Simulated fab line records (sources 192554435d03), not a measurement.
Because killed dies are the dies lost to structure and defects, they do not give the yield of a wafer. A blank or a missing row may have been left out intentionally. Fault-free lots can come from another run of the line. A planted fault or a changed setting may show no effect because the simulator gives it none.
Which tool did it? -- flow n5Finfet -- 12 lots with 36 wafers sampled at 6 steps, on a route of 1938 steps

== WHAT EACH GAUGE READ, for each wafer ==
N5_BEOL_M11_THK_MEAS_01.
lot,measured,on,M11_ILD_THK (nm)
L075,day 10 13:11,filmMetro-02,270 267 278
L077,day 10 15:56,filmMetro-01,269 272 270
L079,day 11 06:34,filmMetro-02,261 260 266
L082,day 11 17:32,filmMetro-01,271 272 274
L083,day 12 04:53,filmMetro-01,260 261 270
L084,day 12 19:38,filmMetro-02,267 264 269
L086,day 13 13:40,filmMetro-02,268 269 269
L090,day 13 15:22,filmMetro-01,271 263 270
L091,day 14 11:15,filmMetro-01,266 263 270
L094,day 14 19:38,filmMetro-01,263 269 264
L095,day 15 04:10,filmMetro-01,267 270 270
L097,day 16 06:18,filmMetro-01,261 263 267

== TOOL THAT RAN EACH LOT (tool first, then ch and the chambers of the sampled wafers, then the start) ==
lot,N5_BEOL_M10_HM_DEP_02,N5_BEOL_M10_STRIP_36,N5_BEOL_M10_STRIP_77,N5_BEOL_M10_SPUTTER_48,N5_BEOL_M10_ANNEAL_51
L075,"pvdSputter-01, day 10 06:35","rieDiel-05 ch 0,2, day 10 09:25","rieDiel-05 ch 0,2, day 10 11:13 or earlier","pvdSputter-03, day 10 11:13","rtpAnneal-01 ch 0, day 10 11:50"
L077,"pvdSputter-02, day 10 09:54","rieDiel-04 ch 2,3, day 10 11:45","rieDiel-04 ch 2,3, day 10 13:42 or earlier","pvdSputter-02, day 10 13:42","rtpAnneal-02 ch 0, day 10 13:58"
L079,"pvdSputter-03, day 10 23:34","rieDiel-05 ch 0,3, day 11 02:14","rieDiel-05 ch 0,3, day 11 04:56 or earlier","pvdSputter-01, day 11 04:56","rtpAnneal-02 ch 0, day 11 05:10"
L082,"pvdSputter-03, day 11 10:52","rieDiel-05 ch 1,2,3, day 11 13:17","rieDiel-05 ch 1,2,3, day 11 15:40 or earlier","pvdSputter-01, day 11 15:40","rtpAnneal-02 ch 0, day 11 15:56"
L083,"pvdSputter-03, day 11 20:43","rieDiel-01 ch 2,3, day 11 22:32","rieDiel-01 ch 2,3, day 12 03:10 or earlier","pvdSputter-01, day 12 03:10","rtpAnneal-02 ch 0, day 12 03:31"
L084,"pvdSputter-01, day 12 13:25","rieDiel-05 ch 0,1,3, day 12 15:56","rieDiel-05 ch 0,1,3, day 12 17:17 or earlier","pvdSputter-02, day 12 17:17","rtpAnneal-02 ch 0, day 12 18:18"
L086,"pvdSputter-01, day 13 06:02","rieDiel-04 ch 0,3, day 13 08:42","rieDiel-04 ch 0,3, day 13 12:03 or earlier","pvdSputter-03, day 13 12:03","rtpAnneal-02 ch 0, day 13 12:25"
L090,"pvdSputter-03, day 13 09:05","rieDiel-01 ch 0,2,3, day 13 12:08","rieDiel-01 ch 0,2,3, day 13 13:46 or earlier","pvdSputter-03, day 13 13:46","rtpAnneal-02 ch 0, day 13 14:02"
L091,"pvdSputter-03, day 14 02:35","rieDiel-05 ch 0,1,2, day 14 05:12","rieDiel-05 ch 0,1,2, day 14 09:10 or earlier","pvdSputter-01, day 14 09:10","rtpAnneal-01 ch 0, day 14 09:23"
L094,"pvdSputter-01, day 14 13:16","rieDiel-01 ch 0,1, day 14 15:59","rieDiel-01 ch 0,1, day 14 17:44 or earlier","pvdSputter-01, day 14 17:44","rtpAnneal-01 ch 0, day 14 17:58"
L095,"pvdSputter-03, day 14 19:43","rieDiel-04 ch 0,2, day 14 23:04","rieDiel-04 ch 0,2, day 15 02:34 or earlier","pvdSputter-03, day 15 02:34","rtpAnneal-01 ch 0, day 15 02:50"
L097,"pvdSputter-01, day 16 00:31","rieDiel-01 ch 0,3, day 16 02:40","rieDiel-01 ch 0,3, day 16 04:40 or earlier","pvdSputter-03, day 16 04:40","rtpAnneal-02 ch 0, day 16 04:58"
- N5_BEOL_M10_HM_DEP_02: deposits TiN, target thk 20 nm.
- N5_BEOL_M10_STRIP_36: strips in N2/H2.
- N5_BEOL_M10_STRIP_77: strips in N2/H2, time 10 s.
- N5_BEOL_M10_SPUTTER_48: material Cu, target thk 12 nm, time 2 s.
- N5_BEOL_M10_ANNEAL_51: time 90 s.

== THE ANSWER, worked out from the rows above alone ==
Rule: usual is defined by the lots themselves. Put in order of their means at a reading, lots are off if they are a third of the lots or fewer, leave a main group of 4 or more, and stand apart from it by a gap of 3 or more times the standard deviation of the main group's means; of several such gaps the widest counts. Not used: any main group whose means are identical at the precision the tables above print for the reading. A lot without any number at a reading at which 4 lots or more have one is off too. Where the step has rows for the other lots, those lots are counted as sound.
No lot is off on any of the readings shown, so nothing can be concluded from this.

== WHAT THE SIMULATOR PUT IN ==
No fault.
